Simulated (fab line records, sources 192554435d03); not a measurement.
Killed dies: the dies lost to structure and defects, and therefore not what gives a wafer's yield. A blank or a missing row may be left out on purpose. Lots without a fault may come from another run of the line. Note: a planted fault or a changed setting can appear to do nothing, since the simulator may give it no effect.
A struck lot beside a sound one || flow n5-finfet || 24 out of 1938 route steps
Sound: wafers L755.3, L755.4, L755.6. The struck wafers were L767.2, L767.4, L767.5. The cause comes at the end.
Order at every step that has rows: each side's tool, ch and its chambers, its first start. Under that, the readings that differ: sound wafers || struck wafers || difference of the means || sigmas: that difference in standard deviations of wafers without a fault.
alike: readings with means less than 2 such deviations apart, plus words and numbers identical on both sides. not compared: withheld readings, readings lacking a value on some wafer, bounds such as >300 that could conceal the same value, and numbers that have no deviation in the record and whose values overlap.
A row with sigmas, a row that says differs or no value, or rows on one side alone: a step with any of these is where the two part. Non-overlapping numbers with no deviation appear without sigmas and do not part them. A reading missing from all wafers of one side parts the sides only when that side holds two or more wafers.

first, 9 steps without rows for these wafers: N5_GATE_CUT_VAPOR_ETCH_51 (etches HfO2 in BCl3/Cl2); N5_GATE_CUT_STRIP_21 (strips in N2/H2, time 30 s); N5_GATE_CUT_STRIP_29 (strips in post etch residue remover, time 60 s); N5_GATE_CUT_SRD_52 (time 30 s); N5_GATE_CUT_ALD_22 (deposits SiNx, target thk 16 nm, pulse time 1 s, ald cycles 320); N5_GATE_CUT_CMP_23 (polishes, stops on SiO2, t overpolish 23.4 s, target thk 16 nm); N5_GATE_CUT_CMP_43 (polishes SiO2); N5_GATE_CUT_CMP_61 (polishes, stops on SiNx, t overpolish 3 s); N5_MOL_CONTACT_COAG_COAT_103 (time 60 s, resist thk 80 nm).
N5_MOL_CONTACT_COAG_COAT_104: time 60 s, resist thk 12 nm.
  sound on litho-track-03 ch 0, day 6 21:37; struck on litho-track-03 ch 0, day 9 22:20
{"reading": "spin-speed-rpm (rpm)", "sound": "1499.3 1499.6 1500.8", "struck": "1290.9 1289.4 1292.1", "difference": -209.1, "sigmas": "-99 or more"}
{"reading": "model.SiARC_of_MOL_CONTACT_COAG_COAT_104.thk-nm (nm)", "sound": "12 12 12", "struck": "13 13 13", "difference": "+1", "sigmas": ""}
then, 9 steps without rows for these wafers: N5_MOL_CONTACT_COAG_COAT_58 (time 60 s, resist thk 10 nm); N5_MOL_CONTACT_COAG_COAT_02 (resist thk 30 nm); N5_MOL_CONTACT_COAG_EBR_04; N5_MOL_CONTACT_COAG_SOFTBAKE_03 (time 60 s); N5_MOL_CONTACT_COAG_EXPOSE_05 (exposes mask CA, defocus 0 nm); N5_MOL_CONTACT_COAG_PEB_06 (peb time 60 s); N5_MOL_CONTACT_COAG_DEVELOP_07 (develop time 30 s); N5_MOL_CONTACT_COAG_DESCUM_13 (chemistry O2, time 7 s); N5_MOL_CONTACT_COAG_ETCH_59 (etches underlayer in N2/H2, target depth 13 nm, time 10.4 s).
N5_MOL_CONTACT_COAG_ETCH_105: etches SiARC in CF4, target depth 15.6 nm, time 26 s.
  sound on rie-diel-01 ch 1,2, day 6 22:17; struck on rie-diel-01 ch 1,2,3, day 9 22:53
{"reading": "etch-rf-on-time-s (s)", "sound": "26.1 25.6 26.4", "struck": "28.5 28.1 27.8", "difference": "+2.1", "sigmas": "+6"}
{"reading": "model.etch.depth-nm (nm)", "sound": "11.99 11.99 11.98", "struck": "12.92 12.95 12.95", "difference": "+0.95", "sigmas": ""}
{"reading": "model.CAR-EUV_of_MOL_CONTACT_COAG_COAT_02.thk-nm (nm)", "sound": "5.6 5.6 5.6", "struck": "4.8 4.8 4.6", "difference": -0.9, "sigmas": ""}
  alike: drypump-motor-current-A, oes-product-au, rf-fwd-power-W, rf-vpp-V, showerhead-plenum-p-Torr, throttle-valve-pct
  not compared: rf-hours-counter-h
N5_MOL_CONTACT_COAG_ETCH_106: etches SOC in N2/H2, target depth 80 nm, overetch 16 nm, time 120 s.
  sound on rie-diel-01 ch 1,2, day 6 22:19; struck on rie-diel-01 ch 1,2,3, day 9 22:55
{"reading": "model.SiARC_of_MOL_CONTACT_COAG_COAT_104.thk-nm (nm)", "sound": "6.4 6.4 6.4", "struck": "7.4 7.2 7.4", "difference": "+0.9", "sigmas": ""}
  alike: drypump-motor-current-A, oes-product-au, rf-fwd-power-W, rf-vpp-V, showerhead-plenum-p-Torr, throttle-valve-pct
  not compared: rf-hours-counter-h
then, 1 step without rows for these wafers: N5_MOL_CONTACT_COAG_STRIP_107 (strips in N2/H2).
-- here the record skips 3 days between the struck wafers' starts before and after, leaving off in module MOL_CONTACT_COAG and picking up in module BEOL_M4 (first step shown: number 1111 of the route) --
N5_BEOL_M4_RC_MEAS_101:
  sound on prober-02 ch 0, day 9 18:05; struck on prober-01 ch 0, day 13 10:53
  alike: DIBL_N, DIBL_P, IOFF_N, IOFF_P, ION_N, ION_P, SS_N, SS_P, VT_N, VT_P
-- the record jumps here: 4 days lie between the struck wafers' starts before and after (it left off in module BEOL_M4 and takes up again in module PASSIVATION, whose first step shown is number 1936 of the route) --
N5_PASSIVATION_PROBE_49:
  sound: prober-01 at day 14 15:07; struck: prober-01 at day 17 15:01
  alike: defect-limited-yield, killed_at_M0_to_M3, killed_at_M4_up, killed-at-contacts, killed-at-front-end, killed-at-other, killed-dies, killed-open, killed-short, sort_bin_5_function, sort_bin_6_memory, sort-n-pass, sort-yield-pct

## WHERE THEY PART
First at N5_MOL_CONTACT_COAG_COAT_104; last, within this record, at N5_MOL_CONTACT_COAG_ETCH_105. Later steps at which nothing parts them and some readings are alike: N5_MOL_CONTACT_COAG_ETCH_106, N5_BEOL_M4_RC_MEAS_101, N5_PASSIVATION_PROBE_49.

WHY: the cause the simulator had injected
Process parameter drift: litho-track-03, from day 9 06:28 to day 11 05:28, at N5_MOL_CONTACT_COAG_COAT_104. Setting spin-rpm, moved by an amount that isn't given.
